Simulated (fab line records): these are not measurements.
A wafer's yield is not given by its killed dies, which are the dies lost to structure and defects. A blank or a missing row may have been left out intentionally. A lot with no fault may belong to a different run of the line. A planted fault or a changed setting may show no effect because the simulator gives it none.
A struck lot beside a sound one    flow nand-harc    14 out of 1159 route steps
Sound: the wafers L728.1, L728.5, L728.6. The struck wafers were L735.1, L735.3. The cause comes at the end.
For every step that has rows: the tool of each side, followed by ch and its chambers, followed by its first start. Under that, the readings that differ: sound wafers    struck wafers    difference of the means    sigmas: that difference in standard deviations of wafers without a fault.
alike: a reading whose means differ by less than 2 such deviations, as well as words and numbers matching on both sides. not compared: withheld readings; readings where some wafer has no value; bounds like >300 that might hide an equal value; numbers whose values overlap and for which the record gives no deviation.
Wherever a step has rows on one side only, a row that says differs or no value, or a row with sigmas, the two part there. Numbers that have no deviation but don't overlap get no sigmas and don't part them. Lack of a reading on every wafer of one side parts them only where that side has two or more wafers.

first, 1 step without rows for these wafers: NHARC_A_WL_FILL_CVD_03 (deposits W, target thk 40 nm, time 3302 s).
NHARC_A_WL_FILL_ETCHBACK_04: etches the open film in NF3, target depth 60 nm, time 120 s.
  sound on rie-metal-03 ch 0,1, day 14 16:08; struck on rie-metal-03 ch 0,1, day 17 11:19
  alike: drypump-motor-current-A, oes-product-au, run-length-s
  not compared: rf-hours-counter-h
NHARC_A_WL_FILL_ETCHBACK_05: etches the open film in Cl2/BCl3, target depth 22 nm, time 60 s.
  sound on rie-metal-03 ch 0,1, day 14 16:22; struck on rie-metal-03 ch 0,1, day 17 11:34
  alike: drypump-motor-current-A, oes-product-au, run-length-s, temp-c
  not compared: rf-hours-counter-h
then, 5 steps without rows for these wafers: NHARC_A_WL_FILL_STRIP_27 (strips in N2/H2, time 20 s); NHARC_A_WL_FILL_STRIP_28 (strips in post etch residue remover, time 1200 s); NHARC_A_WL_FILL_PRECLEAN_06 (cleans in DIW, time 300 s); NHARC_A_WL_FILL_SRD_07; NHARC_A_WL_FILL_ANNEAL_08 (time 1800 s).
NHARC_A_WL_FILL_ALD_10: deposits SiO2, target thk 50 nm, pulse time 10 s, ald cycles 500.
  sound on ald-hk-01 ch 0,1,2, day 15 00:02; struck on ald-hk-01 ch 0,2, day 17 17:09
  alike: heater-power-w, precursor-pulse-height-rel
NHARC_A_WL_FILL_ETCHBACK_16: etches the open film in C4F8/O2/Ar, target depth 88 nm, time 17.6 s.
  sound: rie-diel-04 ch 1,2,3; struck: rie-diel-04 ch 1,3
  alike: oes-product-au, rf-fwd-power-W, rf-vpp-V, run-length-s
  not compared: rf-hours-counter-h
NHARC_A_WL_FILL_STRIP_29: strips in O2, time 20 s.
  sound on rie-diel-04 ch 0,1,2, day 15 03:13; struck on rie-diel-04 ch 1,3, day 17 21:23
  alike: drypump-motor-current-A, oes-product-au, rf-vpp-V, showerhead-plenum-p-Torr, throttle-valve-pct
  not compared: rf-hours-counter-h
NHARC_A_WL_FILL_ETCHBACK_17: etches the open film in Cl2/BCl3, target depth 4 nm, time 26.7 s.
  sound on rie-metal-02 ch 0,1, day 15 03:19; struck on rie-metal-01 ch 1, day 17 21:29
reading           sound           struck     difference  sigmas
run-length-s (s)  47.1 47.0 47.8  39.4 39.0  -8.1        -14
  alike: drypump-motor-current-A, oes-product-au
  not compared: rf-hours-counter-h
then, 1 step without rows for these wafers: NHARC_A_WL_FILL_PRECLEAN_18 (cleans in dHF, time 30 s).
NHARC_END_SORT_01:
  the record has rows for the sound wafers here (prober-02 ch 0, day 19 11:28) and none for the struck ones

== WHERE THEY PART ==
Last at NHARC_END_SORT_01 as far as this record goes, first at NHARC_A_WL_FILL_ETCHBACK_17.

WHY: what the simulator had put in
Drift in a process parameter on rie-metal-01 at NHARC_A_WL_FILL_ETCHBACK_17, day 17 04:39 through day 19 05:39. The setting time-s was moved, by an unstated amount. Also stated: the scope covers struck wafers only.
